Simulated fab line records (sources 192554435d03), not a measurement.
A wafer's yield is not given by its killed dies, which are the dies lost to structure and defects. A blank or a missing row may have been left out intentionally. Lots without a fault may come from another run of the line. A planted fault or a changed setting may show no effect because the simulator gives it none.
Which tool is to blame? | flow n5_finfet | 36 wafers sampled from 12 lots at 1 step of a route of 1938

== WHAT THE GAUGES SHOWED, per wafer ==
N5_BEOL_M11_CD_MEAS_18: pitch 140 nm, target cd 70 nm.
lot  | measured     | on        | cd_nm (nm)
L074 | day 14 22:26 | cd_sem-01 | 70.0 67.9 70.2
L077 | day 15 06:50 | cd_sem-01 | 68.8 69.4 70.1
L079 | day 15 08:25 | cd_sem-02 | 70.1 70.8 70.0
L083 | day 16 03:25 | cd_sem-02 | 70.9 70.7 70.7
L082 | day 16 07:59 | cd_sem-03 | 68.8 69.5 70.3
L084 | day 16 22:34 | cd_sem-01 | 70.6 69.4 69.9
L089 | day 17 16:20 | cd_sem-03 | 71.5 69.9 69.3
L087 | day 18 04:38 | cd_sem-02 | 69.5 69.8 70.0
L092 | day 18 08:20 | cd_sem-02 | 69.8 71.5 69.6
L093 | day 19 01:10 | cd_sem-02 | 70.2 68.5 69.1
L095 | day 19 16:46 | cd_sem-03 | 69.6 69.1 69.5
L097 | day 20 03:15 | cd_sem-01 | 69.2 70.5 69.5

== WHAT TOOL EACH LOT RAN ON (gives the tool, then ch and the chambers of the sampled wafers, and finally the start) ==
The record shows no process step preceding these readings.

== THE ANSWER, worked out from the rows above alone ==
Rule: the lots themselves supply what counts as usual. Put in order of their means at a reading, lots are off if they are a third of the lots or fewer, leave a main group of 4 or more, and stand apart from it by a gap of 3 or more times the standard deviation of the main group's means; of several such gaps the widest counts. If all means in a main group match to the digits the tables above print for the reading, that group is not used. Also off: a lot with no number at a reading for which 4 or more lots have one. Any other lot the step has rows for is counted as sound.
No lot is off on any of the readings shown, so nothing can be concluded from this.

== WHAT THE SIMULATOR HAD INSERTED ==
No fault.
